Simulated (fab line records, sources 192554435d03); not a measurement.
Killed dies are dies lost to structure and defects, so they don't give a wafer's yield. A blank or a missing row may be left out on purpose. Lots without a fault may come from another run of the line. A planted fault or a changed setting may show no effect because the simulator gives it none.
Chamber matching | flow n5_finfet | N5_BEOL_M3_STRIP_19 on rie_diel-01: 4 sister chambers
The step strips in O2. 14 wafers are shown with their chamber, then 7 later ones without.

WAFERS WITH THEIR CHAMBER
wafer  | chamber | throttle_valve_pct (%) | showerhead_plenum_p_Torr (Torr) | oes_product_au (a.u.)
L074.3 | 3       | 16.63                  | 2.06                            | 0.72
L074.4 | 2       | 16.79                  | 2.17                            | 0.72
L074.6 | 1       | 16.69                  | 2.07                            | 0.93
L077.2 | 3       | 16.64                  | 2.06                            | 0.72
L077.5 | 3       | 16.66                  | 2.06                            | 0.72
L077.6 | 0       | 16.14                  | 2.11                            | 0.99
L086.2 | 3       | 16.69                  | 2.06                            | 0.71
L086.5 | 3       | 16.68                  | 2.06                            | 0.70
L086.6 | 0       | 16.18                  | 2.10                            | 0.92
L090.1 | 1       | 16.74                  | 2.06                            | 0.88
L090.3 | 0       | 16.20                  | 2.10                            | 0.91
L090.5 | 0       | 16.20                  | 2.10                            | 0.91
L097.2 | 1       | 16.78                  | 2.05                            | 0.87
L097.4 | 2       | 16.85                  | 2.15                            | 0.69

SIGNATURES (means of the wafers above)
reading                  | chamber 0 | chamber 1 | chamber 2 | chamber 3 | scatter within a chamber
throttle_valve_pct       | 16.1800   | 16.7367   | 16.8200   | 16.6600   | 0.033
showerhead_plenum_p_Torr | 2.1025    | 2.0600    | 2.1600    | 2.0600    | 0.00689
oes_product_au           | 0.9325    | 0.8933    | 0.7050    | 0.7140    | 0.027
Rule: a wafer's distance from a chamber is the root of the sum, over the readings, of the square of ((its reading less the chamber's mean) divided by the reading's scatter). The wafer belongs to the nearest chamber; if the next one is less than 2 further off, it can't be placed. The scatter: the root of (the sum of the squares of (reading less its chamber's mean) over the shown wafers, divided by (wafers less chambers)).

WAFERS WITHOUT THEIR CHAMBER
wafer  | throttle_valve_pct (%) | showerhead_plenum_p_Torr (Torr) | oes_product_au (a.u.)
L097.5 | 16.77                  | 2.05                            | 0.86
L094.2 | 16.77                  | 2.05                            | 0.86
L094.3 | 16.73                  | 2.05                            | 0.70
L094.5 | 16.78                  | 2.05                            | 0.86
L096.4 | 16.87                  | 2.15                            | 0.70
L096.5 | 16.78                  | 2.05                            | 0.87
L096.6 | 16.21                  | 2.09                            | 0.89

WHICH CHAMBER EACH WENT THROUGH
wafer  | from the rows above | in truth
L097.5 | 1                   | 1
L094.2 | 1                   | 1
L094.3 | 3                   | 3
L094.5 | 1                   | 1
L096.4 | 2                   | 2
L096.5 | 1                   | 1
L096.6 | 0                   | 0
Placed correctly: 7 of 7. Can't be placed from these rows: 0. Placed wrongly: 0.
